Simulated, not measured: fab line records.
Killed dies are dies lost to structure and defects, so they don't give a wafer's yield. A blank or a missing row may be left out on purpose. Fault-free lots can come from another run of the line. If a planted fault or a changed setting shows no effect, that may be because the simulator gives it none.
The tool behind it: which one?	flow nand_harc	33 wafers from 11 lots sampled at 5 of the route's 1159 steps

WHAT THE GAUGES READ, wafer by wafer
NHARC_THIN_TSV_CD_MEAS_12 targets a cd of 1000 nm. Usual: cd_nm reads 1001.5 nm (standard deviation 3).
lot	measured	on	cd_nm (nm)	flag
L108	day 19 00:10	cd_sem-01	1006.0 1003.6 1000.8	
L109	day 19 00:47	cd_sem-03	1003.8 999.9 1000.9	
L110	day 19 02:20	cd_sem-02	1004.9 1001.0 1002.9	
L113	day 20 13:16	cd_sem-01	1000.6 1001.4 1001.5	
L114	day 20 17:14	cd_sem-01	997.0 999.4	
L118	day 20 18:34	cd_sem-01	1000.5 1000.9	
L116	day 21 04:32	cd_sem-01	996.9	
L119	day 21 02:37	cd_sem-03	1000.8 1000.4 1005.8	
L125	day 23 01:29	cd_sem-01	1003.6 1001.1 1001.3	
L129	day 24 02:49	cd_sem-03	1001.1 1000.3 1006.3	
L130	day 24 16:47	cd_sem-02	1003.8 1007.4 999.3	

NHARC_END_SORT_01. Usual: defect_limited_yield 95.3 %, standard deviation 1.6; killed_at_array 28, standard deviation 11; killed_at_other 0.5, standard deviation 0.87; killed_at_periphery 2.9, standard deviation 2.2; killed_dies 32, standard deviation 11; killed_open 3.2, standard deviation 1.9; killed_short 1.8, standard deviation 1.4; sort_bin_2_pct 1.5 %, standard deviation 0.62; sort_bin_3_pct 0.22 %, standard deviation 0.18; sort_bin_4_pct 3.0 %, standard deviation 1.1; sort_n_pass 645, standard deviation 11; sort_rim_yield_pct 96.1 %, standard deviation 2.4; sort_yield_pct 95.3 %, standard deviation 1.6.
lot	measured	on	defect_limited_yield (%)	killed_at_array	killed_at_other	killed_at_periphery	killed_dies	killed_open	killed_short	sort_bin_2_pct (%)	sort_bin_3_pct (%)	sort_bin_4_pct (%)	sort_n_pass	sort_rim_yield_pct (%)	sort_yield_pct (%)	flag
L110	day 20 00:17	prober-01	96.3 96.0 96.8	22 25 19	0 0 0	3 2 3	25 27 22	4 4 3	0 1 0	1.0 0.9 1.0	0 0.15 0.15	2.7 3.0 2.1	652 650 655	99.1 98.1 97.2	96.3 96.0 96.8	
L113	day 21 03:29	prober-02	94.1 93.2 94.7	34 38 30	3 3 3	3 5 3	40 46 36	5 6 5	1 4 2	1.9 1.5 1.8	0.15 0.15 0.30	3.8 5.2 3.2	637 631 641	93.4 93.4 97.2	94.1 93.2 94.7	
L114	day 21 12:56	prober-01	94.1 95.9 0	36 28 33	1 0 0	3 0 644	40 28 677	2 2 2	0 2 1	2.2 1.0 96.9	0.15 0.15 0.30	3.5 3.0 2.8	637 649 0	97.2 94.3 0	94.1 95.9 0	OFF
L118	day 21 12:09	prober-02	92.9 0 93.4	43 32 41	0 0 0	5 645 4	48 677 45	5 7 9	4 3 3	1.6 96.3 2.8	0.44 0.59 0	5.0 3.1 3.8	629 0 632	94.3 0 95.3	92.9 0 93.4	OFF
L116	day 22 06:53	prober-01	0 95.4 0	27 20 20	0 0 0	650 11 657	677 31 677	4 6 2	0 0 1	95.9 1.2 97.5	0.44 0.30 0	3.7 3.1 2.5	0 646 0	0 96.2 0	0 95.4 0	OFF
L119	day 22 03:39	prober-02	97.6 97.3 97.8	14 18 15	0 0 0	2 0 0	16 18 15	4 4 2	0 0 0	0.7 0.6 0	0.44 0.15 0	1.2 1.9 2.2	661 659 662	99.1 99.1 99.1	97.6 97.3 97.8	

EACH LOT AND THE TOOL THAT RAN IT (in order: tool; ch and the chambers of the sampled wafers; start)
lot	NHARC_P_M0_PVD_21	NHARC_A_BONDPAD_ETCH_12	NHARC_A_BONDPAD_ETCH_24
L108	pvd_sputter-01, day 6 06:53	rie_diel-01 ch 1,2,3, day 19 00:10 or earlier	rie_diel-01 ch 1,2,3, day 19 00:10 or earlier
L109	pvd_sputter-02, day 6 20:54	rie_diel-01 ch 1,2, day 19 00:47 or earlier	rie_diel-01 ch 0,2, day 19 00:47 or earlier
L110	pvd_sputter-03, day 6 21:04	rie_diel-10 ch 0,2,3, day 19 02:20 or earlier	rie_diel-01 ch 0,1,2, day 19 02:20 or earlier
L113	pvd_sputter-03, day 7 06:01	rie_diel-12 ch 0,2,3, day 20 13:16 or earlier	rie_diel-01 ch 0,1,3, day 20 13:16 or earlier
L114	pvd_sputter-02, day 7 19:25	rie_diel-01 ch 1,3, day 20 17:14 or earlier	rie_diel-10 ch 0,2, day 20 17:14 or earlier
L118	pvd_sputter-02, day 8 10:05	rie_diel-10 ch 3, day 20 18:34 or earlier	rie_diel-10 ch 0,3, day 20 18:34 or earlier
L116	pvd_sputter-02, day 8 10:43	rie_diel-01 ch 1, day 21 04:32 or earlier	rie_diel-10 ch 0, day 21 04:32 or earlier
L119	pvd_sputter-03, day 8 23:04	rie_diel-12 ch 0,1,2, day 21 02:37 or earlier	rie_diel-12 ch 0,3, day 21 02:37 or earlier
L125	pvd_sputter-01, day 10 11:36	rie_diel-01 ch 2,3, day 23 01:29 or earlier	rie_diel-01 ch 0,2,3, day 23 01:29 or earlier
L129	pvd_sputter-01, day 11 10:38	rie_diel-10 ch 2,3, day 24 02:49 or earlier	rie_diel-01 ch 0,1, day 24 02:49 or earlier
L130	pvd_sputter-03, day 11 12:02	rie_diel-01 ch 1,3, day 24 16:47 or earlier	rie_diel-10 ch 0,2,3, day 24 16:47 or earlier
- NHARC_P_M0_PVD_21: deposits Cu, target thk 30 nm, time 20.49 s.
- NHARC_A_BONDPAD_ETCH_12: etches the open film in CHF3/O2, target depth 220 nm, time 110 s.
- NHARC_A_BONDPAD_ETCH_24: etches the open film in CF4/N2, target depth 30 nm, time 72.99 s.

AS READ BY THE TOOLS THEMSELVES (means over the sampled wafers that have a number; for cases with no such wafer, the mark the record gives instead)
NHARC_P_M0_PVD_21. Usual: throttle_valve_pct reads 30.0 % (standard deviation 0.84).
lot	tool	throttle_valve_pct (%)	flag
L108	pvd_sputter-01	30.9	
L109	pvd_sputter-02	29.9	
L110	pvd_sputter-03	29.7	
L113	pvd_sputter-03	30.2	
L114	pvd_sputter-02	29.6	
L118	pvd_sputter-02	29.4	
L116	pvd_sputter-02	29.3	
L119	pvd_sputter-03	29.9	
L125	pvd_sputter-01	29.6	
L129	pvd_sputter-01	30.6	
L130	pvd_sputter-03	29.3	

NHARC_A_BONDPAD_ETCH_12. Usual: chf3_flow_sccm 49.97 sccm, standard deviation 0.15; drypump_motor_current_A 5.8 A, standard deviation 0.4; mfc_ar_sccm 200.0 sccm, standard deviation 0.64; o2_flow_sccm 10.00 sccm, standard deviation 0.03; oes_product_au 0.953 a.u., standard deviation 0.024; rf_vpp_V 370.1 V, standard deviation 2.5; showerhead_plenum_p_Torr 2.38 Torr, standard deviation 0.11; throttle_valve_pct 20.571 %, standard deviation 0.0098.
lot	tool	chf3_flow_sccm (sccm)	drypump_motor_current_A (A)	mfc_ar_sccm (sccm)	o2_flow_sccm (sccm)	oes_product_au (a.u.)	rf_vpp_V (V)	showerhead_plenum_p_Torr (Torr)	throttle_valve_pct (%)	flag
L108	rie_diel-01	50.03	5.9	200.1	10.00	0.962	371.0	2.42	20.565	
L109	rie_diel-01	50.03	6.0	199.8	10.00	0.985	372.3	2.49	20.568	
L110	rie_diel-10	50.01	5.4	199.8	10.00	0.935	368.7	2.32	20.570	
L113	rie_diel-12	50.05	5.7	200.1	10.00	0.923	371.6	2.46	20.570	
L114	rie_diel-01	50.01	5.9	200.6	9.98	0.931	370.2	2.35	20.570	
L118	rie_diel-10	49.89	5.5	200.1	9.96	0.917	367.6	2.27	20.569	
L116	rie_diel-01	50.03	6.1	200.4	10.03	0.959	370.3	2.46	20.564	
L119	rie_diel-12	49.97	5.9	200.0	10.01	0.927	370.7	2.41	20.566	
L125	rie_diel-01	49.86	5.8	199.5	10.01	0.940	369.6	2.35	20.570	
L129	rie_diel-10	49.98	5.4	200.5	10.00	0.972	367.4	2.24	20.571	
L130	rie_diel-01	49.98	5.9	200.3	9.99	0.954	368.5	2.32	20.572	

NHARC_A_BONDPAD_ETCH_24. Usual: drypump_motor_current_A 5.8 A, standard deviation 0.37; mfc_ar_sccm 150.0 sccm, standard deviation 0.45; oes_product_au 1.000 a.u., standard deviation 0.014; rf_vpp_V 313.9 V, standard deviation 2.2; showerhead_plenum_p_Torr 2.61 Torr, standard deviation 0.12; throttle_valve_pct 19.794 %, standard deviation 0.0091.
lot	tool	drypump_motor_current_A (A)	mfc_ar_sccm (sccm)	oes_product_au (a.u.)	rf_vpp_V (V)	showerhead_plenum_p_Torr (Torr)	throttle_valve_pct (%)	flag
L108	rie_diel-01	5.9	150.4	1.008	314.5	2.64	19.795	
L109	rie_diel-01	5.5	149.7	1.008	314.2	2.62	19.793	
L110	rie_diel-01	5.8	149.9	1.010	315.1	2.67	19.789	
L113	rie_diel-01	5.7	149.9	1.008	313.5	2.56	19.786	
L114	rie_diel-10	5.3	149.8	1.013	312.4	2.56	19.794	
L118	rie_diel-10	5.4	150.1	1.005	313.9	2.58	19.799	
L116	rie_diel-10	5.3	149.7	1.028	316.1	2.69	19.800	
L119	rie_diel-12	5.4	149.6	0.997	314.1	2.65	19.788	
L125	rie_diel-01	5.6	150.2	0.980	313.9	2.59	19.793	
L129	rie_diel-01	5.8	150.3	0.993	315.9	2.64	19.795	
L130	rie_diel-10	5.4	149.8	1.005	312.9	2.53	19.787	

THE ANSWER, worked out from the rows above alone
Rule: a lot is off if the mean of its wafers that have a number lies more than 3 standard deviations from the usual mean. Also off: a lot with no number at a reading for which 4 or more lots have one. All remaining lots with rows at the step are treated as sound. Order of review: gauges by route order, followed by the tools' own readings, for which a lot's mean as printed above is used. The first step at which some lot is off is used, and at that step the reading that is off furthest; a lot without a number counts as furthest.
Off at NHARC_END_SORT_01 (killed_at_periphery): L114, L118, L116. Neither off nor sound, because the step has no rows for them: L108, L109, L125, L129, L130.
If a tool, at a process step before that reading, ran all the lots that are off and no sound lot after the first of them, it fits. Those tools and the gauges at NHARC_END_SORT_01 are tried in the same way. With no start given for some of its lots, NHARC_A_BONDPAD_ETCH_12 uses the hours and lot order of NHARC_THIN_TSV_CD_MEAS_12. With no start given for some of its lots, NHARC_A_BONDPAD_ETCH_24 uses the hours and lot order of NHARC_THIN_TSV_CD_MEAS_12. This does not decide it: 2 tools fit, namely pvd_sputter-02 at NHARC_P_M0_PVD_21 and rie_diel-10 at NHARC_A_BONDPAD_ETCH_24.

WHAT THE SIMULATOR PUT IN
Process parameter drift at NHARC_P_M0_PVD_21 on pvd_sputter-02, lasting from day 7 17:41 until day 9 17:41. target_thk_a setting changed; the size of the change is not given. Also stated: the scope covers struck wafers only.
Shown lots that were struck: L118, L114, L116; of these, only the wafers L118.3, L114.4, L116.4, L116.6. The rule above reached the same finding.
